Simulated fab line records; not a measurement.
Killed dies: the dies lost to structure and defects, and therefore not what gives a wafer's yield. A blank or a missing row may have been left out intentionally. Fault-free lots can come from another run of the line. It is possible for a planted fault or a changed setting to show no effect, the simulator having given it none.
Chamber matching -- flow n5Finfet -- N5_FIN_CUT_CUT_ETCH_15 on rieSi-03: 4 sister chambers
The step etches Si in HBr/Cl2/O2, target depth 100 nm, bt time 10 s, time 42.4 s. 4 wafers are shown with their chamber, then 7 later ones without.

== WAFERS, EACH WITH ITS CHAMBER ==
wafer,chamber,drypumpMotorCurrentA (A)
L078.6,1,6.8
L082.1,2,5.6
L084.4,3,5.4
L084.5,0,6.2

== WAFERS WHOSE CHAMBER IS MISSING ==
wafer,drypumpMotorCurrentA (A)
L084.6,5.4
L085.1,6.2
L085.2,5.7
L085.6,6.2
L088.1,6.2
L088.3,6.8
L088.5,6.2

== WHICH CHAMBER EACH WENT THROUGH ==
wafer,from the rows above,in truth
L084.6,3,3
L085.1,0,0
L085.2,2,2
L085.6,0,0
L088.1,0,0
L088.3,1,1
L088.5,0,0
7 of 7 placed correctly. Number that these rows cannot place: 0. Number placed wrongly: 0.
How it was worked out, from the rows above alone: a wafer's distance from a chamber is the root of the sum, over the readings, of the square of ((its reading less the chamber's mean) divided by the reading's scatter). The wafer belongs to the nearest chamber; if the next one is less than 2 further off, it can't be placed. A chamber's mean is the mean of its shown wafers. The scatter: with one shown wafer a chamber, the root of the mean of the squares of how far each hidden wafer lies from its nearest shown one.
